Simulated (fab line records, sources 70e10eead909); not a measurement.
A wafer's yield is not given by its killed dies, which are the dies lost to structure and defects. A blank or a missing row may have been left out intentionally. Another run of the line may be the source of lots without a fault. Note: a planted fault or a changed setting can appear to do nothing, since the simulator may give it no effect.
A struck lot beside a sound one | flow nand-harc | 14 steps out of a route of 1159
Sound: wafers L721.1, L721.2, L721.6. The struck wafers were L726.1, L726.2, L726.6. The cause is named last.
Each step with rows lists, per side, the tool, then ch with its chambers, then its first start. Under that, the readings that differ: sound wafers | struck wafers | difference of the means | sigmas: that difference in standard deviations of wafers without a fault.
alike: a reading whose means differ by less than 2 such deviations, as well as words and numbers matching on both sides. not compared: withheld readings; readings where some wafer has no value; bounds like >300 that might hide an equal value; numbers whose values overlap and for which the record gives no deviation.
A row with sigmas, a row that says differs or no value, or rows on one side alone: a step with any of these is where the two part. When numbers do not overlap yet have no deviation, they are printed without sigmas and do not part them. Lack of a reading on every wafer of one side parts them only where that side has two or more wafers.

first, 5 steps without rows for these wafers: NHARC_A_STAIRCASE_EBR_246; NHARC_A_STAIRCASE_EXPOSE_247 (exposes mask SDS 1); NHARC_A_STAIRCASE_PEB_248 (peb time 130 s); NHARC_A_STAIRCASE_DEVELOP_249 (time 140 s); NHARC_A_STAIRCASE_HARDBAKE_251 (time 140 s).
NHARC_A_STAIRCASE_DESCUM_252: chemistry O2, time 3 s.
  sound on rie-diel-05 ch 0,1,3, day 11 09:23; struck on rie-diel-02 ch 0,1,3, day 12 23:35
  alike: chamber-pressure-mTorr, drypump-motor-current-A, mfc-ar-sccm, oes-product-au, rf-vpp-V, showerhead-plenum-p-Torr, throttle-valve-pct
  not compared: rf-hours-counter-h
NHARC_A_STAIRCASE_ETCH_253: etches the open film in C4F8/O2, target depth 50 nm, time 20.2 s.
  sound on rie-diel-05 ch 0,2, day 11 09:29; struck on rie-diel-02 ch 0,1,3, day 12 23:41
  reading               | sound             | struck            | difference | sigmas
  oes-product-au (a.u.) | 0.966 0.958 0.964 | 0.917 0.931 0.910 | -0.043     | -2
  alike: chamber-pressure-mTorr, rf-vpp-V
  not compared: rf-hours-counter-h
NHARC_A_STAIRCASE_STRIP_254: strips in O2.
  sound on plasma-asher-02 ch 0,1, day 11 09:34; struck on plasma-asher-01 ch 0,1, day 13 01:59
  alike: drypump-motor-current-A, heater-power-w
  not compared: rf-hours-counter-h
then, 3 steps without rows for these wafers: NHARC_A_STAIRCASE_STRIP_255 (strips in SPM, time 900 s); NHARC_A_STAIRCASE_PRECLEAN_256 (cleans in SC1); NHARC_A_STAIRCASE_SRD_257.
NHARC_A_STAIRCASE_HM_DEP_456: deposits aC, target thk 1500 nm.
  sound on acl-dep-03 ch 0, day 11 10:23; struck on acl-dep-03 ch 0, day 13 08:09
  alike: throttle-valve-pct
NHARC_A_STAIRCASE_DEP_259: deposits SiON, target thk 30 nm.
  sound on pecvd-04 ch 0,1, day 11 12:14; struck on pecvd-01 ch 0,1,2, day 13 10:04
  alike: heater-power-w
-- the record jumps here: 8 days lie between the struck wafers' starts before and after (it left off in module A_STAIRCASE and takes up again in module END, whose first step shown is number 1159 of the route) --
NHARC_END_SORT_01:
  sound on prober-01 ch 0, day 19 22:50; struck on prober-02 ch 0, day 21 01:15
  alike: killed-at-array, killed-at-other, killed-at-periphery, killed-dies, killed-open, killed-short

## WHERE THEY PART
At NHARC_A_STAIRCASE_ETCH_253 and nowhere else, as far as this record goes. Later steps at which nothing parts them and some readings are alike: NHARC_A_STAIRCASE_STRIP_254, NHARC_A_STAIRCASE_HM_DEP_456, NHARC_A_STAIRCASE_DEP_259, NHARC_END_SORT_01.

WHY: what had been put in by the simulator
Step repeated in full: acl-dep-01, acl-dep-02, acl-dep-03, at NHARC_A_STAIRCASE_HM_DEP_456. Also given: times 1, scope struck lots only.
